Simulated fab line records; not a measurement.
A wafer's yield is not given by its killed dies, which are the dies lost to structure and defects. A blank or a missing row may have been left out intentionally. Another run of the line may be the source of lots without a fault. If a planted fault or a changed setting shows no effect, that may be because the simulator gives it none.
fab line records ; flow n5Finfet
record: lots: 4; wafers: 12; lastDay: 18
route steps=1938 shown HKMG_FIN@415 BEOL_M4@1111 PASSIVATION@1936
lots untouched by any fault: they come from a run of this same line in which no faults occurred
startH: start of the lot's first displayed wafer, in hours after the record's first day ; waitH: time in hours since the lot's previous step ; " unchanged from the row above ; L1.1+2: a single row standing in for several wafers ; - no value, or no start was given ; * or withheld: withheld ; < > ~ a bound
route shown NAME@n: names a module that has steps shown in the file, with the first one's number in the route ; usual: the fault-free wafers' mean and standard deviation ; same: alike in all rows ; chamber/n: place in a boat ; sites: the reading at each site ; _std_site: the values' standard deviation ; _edge_site: inner sites' mean taken away from outer sites' mean ; radiusMm: how far each site lies from the wafer's centre ; mask NAME#n: copy n ; behind: the tool/chamber that last shaped the wafer ; hold: what put the lot on hold/how long, in hours/how the hold closed ; device: names the non-switching transistor (n, p or np) ; end of line: at the end of the route, the tests of the same wafers ; a step given without rows: its recipe and nothing more ; killed: dies lost to structure and defects at the first sort, not the wafer's yield ; map: a wafer's dies, x killed, . not, _ none there
set.NAME: setting as actually run; set.NAME@STEP: the setting as run at that earlier step ; model.NAME: the simulator's own value behind a step, which no gauge read
certain route steps with their lots: each step a table, each wafer a row
services: the hour from which a tool's chamber was out of use, counted from the record's first day as startH (under 0 if before that day), plus the number of hours and why
== steps ==
step: N5_HKMG_FIN_PRECLEAN_64
recipe: chemistry: dHF; timeS: 30; tempC: 25; dilution: withheld
step: N5_HKMG_FIN_WET_ETCH_65
recipe: chemistry: TMAH; tempC: 70; concWtPct: 5; target: a-Si; stopOn: TiN; timeS: 49; targetDepthNm: 3
step: N5_HKMG_FIN_WET_ETCH_81
recipe: chemistry: SC1; target: TiN; stopOn: HfO2; mix: 1:1:5; tempC: 60; timeS: 57; targetDepthNm: 6
step: N5_HKMG_FIN_WET_ETCH_82
recipe: chemistry: dHCl; mix: 1:10000; tempC: 25; target: La2O3; stopOn: HfO2; targetDepthNm: 2; dry: ipaMarangoni; rinseTimeS: 30; rinseTempC: 23
step: N5_HKMG_FIN_ALD_36
recipe: material: TiN; targetThkA: 10; tempC: 400; aldPrecursorFamily: TiCl4; aldCoReactant: NH3; pulseTimeS: 1; purgeTimeS: 3; coReactantPurgeTimeS: 2; coReactantPulseTimeS: 2; aldCycles: 47; pressureTorr: 3
step: N5_HKMG_FIN_PWFM_ALD_03
recipe: material: TiN; targetThkA: 20; tempC: 400; aldPrecursorFamily: TiCl4; aldCoReactant: NH3; pulseTimeS: 1; purgeTimeS: 3; coReactantPurgeTimeS: 2; coReactantPulseTimeS: 2; aldCycles: 91; pressureTorr: 3
step: N5_HKMG_FIN_COAT_29
recipe: resist: SOC; tempC: 250; timeS: 60; spinRpm: 1500; resistThkNm: 300
step: N5_HKMG_FIN_COAT_30
recipe: resist: SiARC; tempC: 220; timeS: 60; spinRpm: 1500; resistThkNm: 35
step: N5_HKMG_FIN_COAT_06
recipe: resist: CAR-ArF; spinRpm: 1500; resistThkNm: 90
step: N5_HKMG_FIN_EBR_08
recipe: solvent: PGMEA; ebrWidthMm: 1.5
step: N5_HKMG_FIN_SOFTBAKE_07
recipe: tempC: 110; timeS: 60; resist: CAR-ArF
step: N5_HKMG_FIN_EXPOSE_09
recipe: maskId: NWFM; na: 1.35; sourceShape: conventional; sigmaOuter: 0.8; polarization: unpolarized; doseMj: 39.25
usual: exposureDoseMJCm2: 39.23/0.044; focusOffsetNm: 0.0/0.55; reticleTempC: 22.98/0.12
lot.wafer;tool;chamber;startH;waitH;mask;exposureDoseMJCm2;focusOffsetNm;reticleTempC
L681.1;arfiScanner-03;0;136.93;-;NWFM#0;39.23;0.5;22.97
L681.2;arfiScanner-03;0;136.93;-;NWFM#0;39.27;0.3;23.15
L681.4;arfiScanner-03;0;136.93;-;NWFM#0;39.22;-0.3;22.98
L688.4;arfiScanner-03;0;180.60;-;NWFM#0;52.75;0.3;22.93
L688.5;arfiScanner-03;0;180.60;-;NWFM#0;52.66;0.8;22.93
L688.6;arfiScanner-03;0;180.60;-;NWFM#0;52.69;0.1;22.88
L690.1;arfiScanner-03;0;190.79;-;NWFM#0;50.09;0.0;23.10
L690.3;arfiScanner-03;0;190.79;-;NWFM#0;50.04;0.3;23.02
L690.4;arfiScanner-03;0;190.79;-;NWFM#0;49.99;-1.3;22.94
L691.2;arfiScanner-02;0;196.07;-;NWFM#0;39.19;0.7;23.16
L691.3;arfiScanner-02;0;196.07;-;NWFM#0;39.18;0.1;23.13
L691.5;arfiScanner-02;0;196.07;-;NWFM#0;39.21;0.2;23.14
step: N5_HKMG_FIN_PEB_10
recipe: pebTempC: withheld; pebTimeS: 60; resist: CAR-ArF
step: N5_HKMG_FIN_DEVELOP_11
recipe: developTimeS: 30; developer: TMAH; resist: CAR-ArF; devTempC: 23; rinseLiquid: diw; dry: airSpin
step: N5_HKMG_FIN_CD_MEAS_12
recipe: targetCdNm: 92.8; landingEnergyEv: 500; detector: seInlens
usual: cdNm: 93.1/0.62
lot.wafer;tool;chamber;startH;waitH;cdNm
L681.1;cdSem-03;0;137.06;-;92.1
L681.2;cdSem-03;0;137.06;-;92.7
L681.4;cdSem-03;0;137.06;-;92.6
L688.4;cdSem-02;0;180.71;-;112.1
L688.5;cdSem-02;0;180.71;-;111.3
L688.6;cdSem-02;0;180.71;-;112.0
L690.1;cdSem-03;0;190.91;-;108.6
L690.3;cdSem-03;0;190.91;-;108.1
L690.4;cdSem-03;0;190.91;-;108.2
L691.2;cdSem-02;0;196.19;-;92.2
L691.3;cdSem-02;0;196.19;-;92.8
L691.5;cdSem-02;0;196.19;-;92.9
step: N5_HKMG_FIN_DESCUM_17
recipe: chemistry: O2; timeS: 7.9; sourcePowerW: 50; biasPowerW: 20; pressureMtorr: 20; rfFrequencyHz: 2.712e+07; tempC: 40; resist: CAR-ArF; o2FlowSccm: 225
step: N5_HKMG_FIN_ETCH_31
recipe: chemistry: CF4; target: SiARC; targetDepthA: 455; maskMaterial: CAR-ArF; timeS: 75.8; ionEnergyEv: 80; pressureMtorr: 40; sourceW: 545; biasW: 36; Ar_flow_sccm: 100; cf4FlowSccm: 100; ends: cleared
step: N5_HKMG_FIN_ETCH_32
recipe: chemistry: N2/H2; target: SOC; targetDepthA: 2400; tempC: 40; timeS: 300; ionEnergyEv: 200; maskMaterial: SiARC; pressureMtorr: 30; sourceW: 840; biasW: 150; n2FlowSccm: 200; h2FlowSccm: 200
step: N5_HKMG_FIN_STRIP_33
recipe: chemistry: N2/H2; tempC: 40; n2FlowSccm: 200; h2FlowSccm: 200; rfFrequencyHz: 6e+07
step: N5_HKMG_FIN_STRIP_34
recipe: chemistry: CF4; resist: SiARC; powerW: 300; biasPowerW: 75; pressureMtorr: 50; cf4FlowSccm: 150; rfFrequencyHz: 6e+07
step: N5_HKMG_FIN_ETCH_35
recipe: chemistry: N2/H2; target: SOC; targetDepthA: 2158; ionEnergyEv: 65; biasW: 5; sourceW: 3000; timeS: 243.4; pressureMtorr: 30; n2FlowSccm: 200; h2FlowSccm: 200
step: N5_HKMG_FIN_STRIP_92
recipe: chemistry: N2/H2; material: SOC; timeS: 20; powerW: 500; tempC: 40; pressureMtorr: 50; rfFrequencyHz: 6e+07; biasPowerW: 8; h2Frac: 0.5; n2FlowSccm: 300; h2FlowSccm: 300
step: N5_HKMG_FIN_WET_ETCH_18
recipe: chemistry: SC1; target: TiN; mix: 1:1:5; tempC: *; timeS: 55; targetDepthNm: 5.2; dry: ipaMarangoni; rinseTimeS: 30; rinseTempC: 23
step: N5_HKMG_FIN_STRIP_19
recipe: chemistry: N2/H2; powerW: 2500; tempC: 300; h2Frac: 0.65; timeS: 360; pressureMtorr: withheld; n2FlowSccm: 1750; h2FlowSccm: 3250
step: N5_HKMG_FIN_ALD_91
recipe: material: TiN; targetThkA: 10; tempC: 400; aldPrecursorFamily: TiCl4; aldCoReactant: NH3; pulseTimeS: 1; purgeTimeS: 3; coReactantPurgeTimeS: 2; coReactantPulseTimeS: 2; aldCycles: 47; pressureTorr: 3
step: N5_HKMG_FIN_COAT_85
recipe: resist: SOC; tempC: 250; timeS: 60; spinRpm: 1500; resistThkNm: 300
step: N5_HKMG_FIN_ETCH_86
recipe: chemistry: N2/H2; target: SOC; targetDepthA: 3932; stopOn: TiN; ionEnergyEv: 100; biasW: 61; pressureMtorr: 30; sourceW: 850; n2FlowSccm: 200; h2FlowSccm: 200
step: N5_HKMG_FIN_STRIP_89
recipe: chemistry: N2/H2; material: SOC; timeS: 20; powerW: 500; tempC: 40; pressureMtorr: 50; rfFrequencyHz: 6e+07; biasPowerW: 8; h2Frac: 0.5; n2FlowSccm: 300; h2FlowSccm: 300
step: N5_HKMG_FIN_WET_ETCH_87
recipe: chemistry: SC1; target: TiN; mix: 1:2:40; tempC: 50; timeS: 154.2; targetDepthNm: 4.7; dry: ipaMarangoni; rinseTimeS: 30; rinseTempC: 23
step: N5_HKMG_FIN_STRIP_88
recipe: chemistry: N2/H2; powerW: 2500; tempC: 300; h2Frac: 0.65; timeS: 360; pressureMtorr: withheld; n2FlowSccm: 1750; h2FlowSccm: 3250
step: N5_HKMG_FIN_NWFM_ALD_20
recipe: material: TiAlC; targetThkA: 20; tempC: 300; aldPrecursorFamily: TiCl4; aldCoReactant: TEA; pulseTimeS: 3; purgeTimeS: 2; coReactantPurgeTimeS: 2; coReactantPulseTimeS: 10; aldCycles: 7; pressureTorr: 3
step: N5_HKMG_FIN_ALD_71
recipe: material: TiN; targetThkA: 10; tempC: 400; aldPrecursorFamily: TiCl4; aldCoReactant: NH3; pulseTimeS: 1; purgeTimeS: 3; coReactantPurgeTimeS: 2; coReactantPulseTimeS: 2; aldCycles: 47; pressureTorr: 3
step: N5_HKMG_FIN_COAT_66
recipe: resist: SOC; tempC: 250; timeS: 60; spinRpm: 1500; resistThkNm: 300
step: N5_HKMG_FIN_ETCH_67
recipe: chemistry: N2/H2; target: SOC; targetDepthA: 3889; stopOn: TiN; ionEnergyEv: 100; biasW: 61; pressureMtorr: 30; sourceW: 850; n2FlowSccm: 200; h2FlowSccm: 200
step: N5_HKMG_FIN_STRIP_90
recipe: chemistry: N2/H2; material: SOC; timeS: 20; powerW: 500; tempC: 40; pressureMtorr: 50; rfFrequencyHz: 6e+07; biasPowerW: 8; h2Frac: 0.5; n2FlowSccm: 300; h2FlowSccm: 300
step: N5_HKMG_FIN_WET_ETCH_73
recipe: chemistry: SC1; mix: 1:2:40; tempC: 50; timeS: 42.3; targetDepthNm: 1.3; dry: ipaMarangoni; rinseTimeS: 30; rinseTempC: 23
step: N5_HKMG_FIN_ETCHBACK_68
recipe: chemistry: Cl2/Ar; stopOn: HfO2; targetDepthA: 5; pressureMtorr: 10; icpW: 600; biasW: 60; Cl2_flow_sccm: 40; Ar_flow_sccm: 60
step: N5_HKMG_FIN_STRIP_69
recipe: chemistry: N2/H2; powerW: 2500; tempC: 300; h2Frac: 0.65; timeS: 360; pressureMtorr: withheld; n2FlowSccm: 1750; h2FlowSccm: 3250
step: N5_HKMG_FIN_ALD_21
recipe: material: TiN; targetThkA: 15; tempC: 400; aldPrecursorFamily: TiCl4; aldCoReactant: NH3; pulseTimeS: 1; purgeTimeS: 3; coReactantPurgeTimeS: 2; coReactantPulseTimeS: 2; aldCycles: 68; pressureTorr: 3
step: N5_BEOL_M4_RC_MEAS_101
usual: DIBL_N: 36.3/2; DIBL_P: 36.3/2.4; IOFF_N: 0.16/0.034; IOFF_P: 0.21/0.035; ION_N: 672/12; ION_P: 459/6.5; SS_N: 71.6/0.67; SS_P: 73.3/0.71; VT_N: 250/3.5; VT_P: -251/3
lot.wafer;tool;chamber;startH;waitH;DIBL_N[mV/V];DIBL_P[mV/V];IOFF_N[nA/um];IOFF_P[nA/um];ION_N[uA/um];ION_P[uA/um];SS_N[mV/dec];SS_P[mV/dec];VT_N[mV];VT_P[mV]
L681.1;prober-02;0;261.12;0.0;36.8;37.9;0.16;0.23;665;462;71.9;73.1;254;-246
L681.2;prober-02;0;261.12;0.0;36.4;36.9;0.15;0.20;659;451;71.3;73.2;254;-251
L681.4;prober-02;0;261.12;0.0;36.8;37.4;0.17;0.22;671;465;71.1;74.2;249;-248
L691.2;prober-02;0;296.36;0.2;33.6;32.7;0.13;0.16;674;456;71.3;72.5;251;-253
L691.3;prober-02;0;296.36;0.2;35.7;35.4;0.17;0.19;684;458;71.8;72.8;247;-251
L691.5;prober-02;0;296.36;0.2;36.7;37.5;0.20;0.22;695;467;72.5;73.0;244;-249
L690.1;prober-02;0;308.21;0.0;37.4;37.5;0.17;0.20;680;459;71.4;73.3;249;-252
L690.3;prober-02;0;308.21;0.0;37.2;36.5;0.17;0.19;679;454;72.1;73.0;249;-252
L690.4;prober-02;0;308.21;0.0;35.2;35.1;0.14;0.17;676;457;71.1;73.0;249;-256
step: N5_PASSIVATION_PROBE_49
usual: defectLimitedYield: 91.4/1.5; killed_at_M0_to_M3: 33/11; killed_at_M4_up: 14/5.3; killedAtContacts: 13/6.2; killedAtFrontEnd: 39/13; killedAtOther: 3.1/2.8; killedDies: 102/17; killedOnRim: 13/3.8; killedOpen: 68/13; killedShort: 32/7.8; sort_bin_5_function: 5.1/0.95; sort_bin_6_memory: 3.2/0.7; sortNPass: 1078/18; sortYieldPct: 91.3/1.5
same: grossDies: 1180; killedAtBackSide: 0; sort_bin_4_leakage[%]: 0; sort_bin_8_speed[%]: 0
lot.wafer;tool;chamber;startH;waitH;defectLimitedYield[%];killed_at_M0_to_M3;killed_at_M4_up;killedAtContacts;killedAtFrontEnd;killedAtOther;killedDies;killedOnRim;killedOpen;killedShort;sort_bin_5_function[%];sort_bin_6_memory[%];sortNPass;sortYieldPct[%]
L681.1;prober-02;-;372.87;0.0;90.4;30;17;17;44;5;113;21;86;22;5.4;3.7;1067;90.4
L681.2;prober-02;-;372.92;0.1;91.4;28;10;13;41;9;101;8;67;34;4.9;3.5;1079;91.4
L681.4;prober-02;-;373.02;0.2;93.6;17;18;13;23;4;75;7;50;22;3.4;2.5;1105;93.6
L688.4;prober-01;-;394.76;0.2;33.8;17;10;10;741;3;781;149;48;25;3.6;2.5;399;33.8
L688.5;prober-01;-;394.81;0.2;25.8;41;14;16;798;7;876;151;62;53;6.4;3.3;304;25.8
L688.6;prober-01;-;394.86;0.3;27.6;27;15;12;790;10;854;151;61;39;4.7;3.4;326;27.6
L691.2;prober-01;-;404.55;0.1;90.6;17;15;29;50;0;111;11;76;35;5.8;3.4;1069;90.6
L691.3;prober-01;-;404.60;0.1;91.6;31;20;10;37;1;99;16;61;36;4.5;3.4;1081;91.6
L691.5;prober-01;-;404.70;0.2;92.6;21;13;11;42;0;87;11;51;34;4.9;2.1;1093;92.6
L690.1;prober-02;-;422.86;0.0;49.5;44;7;18;525;2;596;138;80;22;5.1;3.6;584;49.5
L690.3;prober-02;-;422.96;0.1;61.4;53;10;26;359;8;456;124;76;58;6.8;4.3;724;61.4
L690.4;prober-02;-;423.01;0.2;55.6;77;12;16;418;1;524;129;88;45;6.3;4.2;656;55.6
killed by level:class
L681.1 MOL_CONTACT_COAG:geometricParticle:open=17 STI_FIN_REVEAL:geometricParticle:open=16 BEOL_M4:geometricParticle:open=12 BEOL_M3:geometricParticle:open=8 BEOL_M0_SAQP:geometricParticle:open=7 BEOL_M0_SAQP:geometricParticle:short=6 BEOL_M2:geometricParticle:open=5 FIN_SAQP:geometricParticle:open=4
L681.2 STI_FIN_REVEAL:geometricParticle:open=14 MOL_CONTACT_COAG:geometricParticle:open=9 BEOL_M0_SAQP:geometricParticle:open=8 BEOL_M1:geometricParticle:open=6 FIN_SAQP:geometricParticle:short=5 BEOL_M0_SAQP:geometricParticle:short=5 STARTING-WAFER:geometricParticle:short=5 MOL_CONTACT_COAG:geometricParticle:short=4
L681.4 MOL_CONTACT_COAG:geometricParticle:open=10 DUMMY_GATE:geometricParticle:open=6 BEOL_M0_SAQP:geometricParticle:short=5 BEOL_M4:geometricParticle:open=5 BEOL_M0_SAQP:geometricParticle:open=4 BEOL_M3:geometricParticle:open=4 STI_FIN_REVEAL:geometricParticle:open=3 STARTING-WAFER:geometricParticle:short=3
L688.4 HKMG_FIN:areaExpose=708 FIN_SAQP:geometricParticle:open=8 BEOL_M0_SAQP:geometricParticle:open=7 STI_FIN_REVEAL:geometricParticle:open=6 GATE_CUT:geometricParticle:short=5 MOL_CONTACT_COAG:geometricParticle:open=5 MOL_CONTACT_COAG:geometricParticle:short=5 BEOL_M0_SAQP:geometricParticle:short=5
L688.5 HKMG_FIN:areaExpose=758 MOL_CONTACT_COAG:geometricParticle:open=11 BEOL_M0_SAQP:geometricParticle:short=11 BEOL_M0_SAQP:geometricParticle:open=9 BEOL_M1:geometricParticle:short=6 FIN_SAQP:geometricParticle:short=5 MOL_CONTACT_COAG:geometricParticle:short=5 BEOL_M3:geometricParticle:open=5
L688.6 HKMG_FIN:areaExpose=753 BEOL_M0_SAQP:geometricParticle:open=11 MOL_CONTACT_COAG:geometricParticle:open=9 GATE_CUT:geometricParticle:short=8 ILD0:geometricParticle:open=7 BEOL_M4:geometricParticle:open=7 GATE_CUT:geometricParticle:open=6 BEOL_M0_SAQP:geometricParticle:short=6
L691.2 MOL_CONTACT_COAG:geometricParticle:open=26 FIN_SAQP:geometricParticle:open=13 FIN_SAQP:geometricParticle:short=7 STI_FIN_REVEAL:geometricParticle:open=7 DUMMY_GATE:geometricParticle:open=7 BEOL_M0_SAQP:geometricParticle:open=7 GATE_CUT:geometricParticle:short=5 BEOL_M0_SAQP:geometricParticle:short=5
L691.3 BEOL_M0_SAQP:geometricParticle:short=11 STI_FIN_REVEAL:geometricParticle:open=9 BEOL_M4:geometricParticle:open=9 FIN_SAQP:geometricParticle:short=8 MOL_CONTACT_COAG:geometricParticle:open=8 BEOL_M0_SAQP:geometricParticle:open=8 FIN_SAQP:geometricParticle:open=5 BEOL_M3:geometricParticle:open=5
L691.5 STI_FIN_REVEAL:geometricParticle:open=10 BEOL_M0_SAQP:geometricParticle:open=8 MOL_CONTACT_COAG:geometricParticle:open=8 FIN_SAQP:geometricParticle:open=5 FIN_SAQP:geometricParticle:short=4 STI_FIN_REVEAL:geometricParticle:short=4 ILD0:geometricParticle:short=4 GATE_CUT:geometricParticle:short=4
L690.1 HKMG_FIN:areaExpose=492 MOL_CONTACT_COAG:geometricParticle:open=14 FIN_SAQP:geometricParticle:open=10 BEOL_M0_SAQP:geometricParticle:open=10 BEOL_M3:geometricParticle:open=10 BEOL_M2:geometricParticle:open=9 BEOL_M0_SAQP:geometricParticle:short=6 STI_FIN_REVEAL:geometricParticle:open=5
L690.3 HKMG_FIN:areaExpose=320 MOL_CONTACT_COAG:geometricParticle:open=20 BEOL_M0_SAQP:geometricParticle:short=17 BEOL_M0_SAQP:geometricParticle:open=15 BEOL_M3:geometricParticle:open=9 FIN_SAQP:geometricParticle:short=8 FIN_SAQP:geometricParticle:open=7 MOL_CONTACT_COAG:geometricParticle:short=5
L690.4 HKMG_FIN:areaExpose=391 BEOL_M0_SAQP:geometricParticle:open=35 BEOL_M0_SAQP:geometricParticle:short=25 MOL_CONTACT_COAG:geometricParticle:open=14 BEOL_M2:geometricParticle:open=6 FIN_SAQP:geometricParticle:open=5 BEOL_M3:geometricParticle:open=5 FIN_SAQP:geometricParticle:short=4
map L688.5 (x killed, . not)
_________________xxxxxxxxxxxx________________
______________xxxxxxxxxxxxxxxxxx_____________
___________xxxxxxxxxxxxxxxxxxxxxxxx__________
__________xxxxxxxxxxxxx.xxxxxxxxxxxx_________
________xxxxxxxxxxxxxxxxxx.xxxx.xxxxxx_______
_______xxx.xxxx.xxxxxxx..xxxxxxxxxxxxxx______
______xxxxxxx.xxxxxxxxxxx..x.x.xxxxxxxxx_____
_____xxxxxxxxxxxxx...x..xxx.xxxxxxxxxxxxx____
____xxxxxxxx.xxxx.x.x.xxx..xxxx.xxxxxxxx.x___
___xxx.xxxxxxxxxx.xxx...xxx...xxxxxxxx.xxxx__
___xxxxxxxxx.x.x.xx..xx..x..x....x.xxxxxxxx__
__xxxx.xxxxxxx..x.xx...x.x..x.x..x.x.x.xx.xx_
__xxxxxx.xx...x.....x..x....x..x.xxxxxx.xxxx_
_xxxxxxx..xxx...x.....xx..xx..x.xx...xxxxxxxx
_xxxxx.xxx........x.xx.x....xxxxxxx.x.xxxxxxx
_xxxxxxxxxxx.xx.....xxx....x.x.x..xx..xxxxxxx
_xxxxxxxxx.....xx.....x...x..x.xx..xxxxxxxxxx
_xxx.xxxxxx.x.x.x....x.....xx...xx.x..xxxxxxx
_xxxxxx.xx.x..xx..x.xx.x....xx..xxxx.xxxxxxxx
_xxxxxxxxxx.......x.x..........xx.xx.xxxxxxxx
_xxxxxxxx.xx..x...x...xx.x.x...xxxxxxxxxxxxxx
__xxxxxxxx...xx......x..x.x...xx.xx.x.x.xxxx_
__xxxxxxxxxxxx.x.xx.........x..xxxxx.xxxxxxx_
___xxxxxxxxxxx...x.xx.xx...xxxxxxxxxxxxxxxx__
___xxxxxxx.xx.x..x.....x..xx.xxx.xx.xxxxxxx__
____xxxxxxxx.xxxxx.xx..xx..xx.xx.xxxxxxxxx___
_____xxxxxx.xxx.xx...x...xx.xxxxxxx.xxxxx____
______xxxxxxxxxxx.xxxxxxxxxxxxxxx.xxxxxx_____
_______xxxxxxxxxxx.x..xxxxxx.xxxxxxxxxx______
________xxxx.xxxxxxxx.xx.xxxxxxxxxxxxx_______
__________xxxxxxxxxxxxxxxxxxxxxxxxxx_________
___________xxxxxxxxxxxxxxxxxxxxxxxx__________
______________xxxxxxxxxxxxxxxxxx_____________
_________________xxxxxxxxxxxx________________
map L690.1 (x killed, . not)
_________________x.xxxxxxxxxx________________
______________xxxxxxxxxxxxxxxxxx_____________
___________xxxxxxxxxxxxxxxxx.xx.xxx__________
__________xx.xx.xxx..xxxxx..x..xxxxx_________
________xxxxx.x...xxxx...x..xx.x.xxxxx_______
_______xxxxxx..x.x.x.......xxx...xxx..x______
______.xxxxx.xxxx...x.x..x.xxx..x.xx.x.x_____
_____xxxxx.xx.xxxxx..x.xx......x.x.x...xx____
____x.xxxxx.x.x......xxx...x...x.x.x.xx.xx___
___x.xxxxxxx..x...x............x.xx.x.xxxxx__
___xxx.xx.x....x..............x.x........xx__
__xxxxx.xxxx.x.x...........x....xx..x.x.xxxx_
__xxxx.xxx..x...x...x........x..x..xx.x..xx._
_xxxxxx...........xxx.xx........x.......xxxxx
_xxxxxxx.........xx........x.x....x..xxx.xxxx
_xxxx.x.x........................xx.xxxxxxxxx
_xxxx.xxx.xx.x...x...........xx.....x..x.xxxx
_xxxx...x.....x.x.xx..........x..x.xxx.xxxxxx
_xx.xxx..x.xx............x.xx.........xx...xx
_xxx.xx...xx.xx.x...x....x....x..xx.....xxx.x
_xxx.x....x.xx.......x....x...x......x.x.xxxx
__xxxxxx..x........x.............x....xxx.xx_
__xxxxxx.x...............x..x...x.....x...xx_
___xx.x.xx..xx.......x..x....xxx..xxx.xxxxx__
___xxxxxx................x....x....xx.xxxxx__
____xxx..xxx....x..xx..........x..xxxxxxxx___
_____x.xxxxx..xxx.xx..x..x.x..xxx..xxxxxx____
______xxxxxx..xx.x.xx..x.xx..xx...xx.xxx_____
_______xx.xx...x.x......x..x..xxxxxx.xx______
________.xxxxxxx...x..x..xx.x.xx.x..xx_______
__________x..xx.xxxxxxx..xxxxxxx..xx_________
___________xxxxxx.xx.xxxxxx.xxxxxxx__________
______________xxxxxxxxxxx.xxxxx._____________
_________________xxxxxxxx.xxx________________
== services ==
tool;chamber;startH;hours;kind
arfiScanner-03;0;123.12;-;calibration
arfiScanner-02;-;133.76;0.8;pm
arfiScanner-02;-;136.98;0.8;repair
arfiScanner-03;-;138.43;0.4;repair
arfiScanner-03;-;142.58;1.3;pm
arfiScanner-02;-;152.77;0.4;repair
arfiScanner-03;-;155.03;1.0;pm
arfiScanner-03;-;170.28;0.4;repair
== key ==
firstSign: step: N5_HKMG_FIN_EXPOSE_09; reading: exposureDoseMJCm2; direction: up; sigmas: 99+; usual: 39.23; struck: 51.37
effect: step: N5_HKMG_FIN_CD_MEAS_12; reading: cdNm; direction: up; sigmas: 27; usual: 93.1; struck: 110.1; through: controlLoop
effect: step: N5_PASSIVATION_PROBE_49; reading: killedAtFrontEnd; direction: up; sigmas: 44; usual: 39; struck: 605
moreKillsBornAt: N5_HKMG_FIN_EXPOSE_09@arfiScanner-03: 3422
metAt N5_HKMG_FIN_EXPOSE_09
struckWafers L688.4,L688.5,L688.6,L690.1,L690.3,L690.4
laterRowsLeftOut L688.4,L688.5,L688.6
loopTrim: step: N5_HKMG_FIN_EXPOSE_09; setting: dose; lots: L690
onsetBetween 136.93 180.60
fault: kind: processParameterDrift; tool: arfiScanner-03; chamber: -; onsetH: 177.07; steps: N5_HKMG_FIN_EXPOSE_09; channel: doseMj; offset: 13.459; shape: step; actsIn: theseRecipesOnly; stated: 39.25
laterRowsLeftOut: the simulator's readings of these wafers behind a module that went badly wrong aren't trusted and aren't shown, but for the sort
loopTrim: a control loop set the setting to another value than it would have without faults
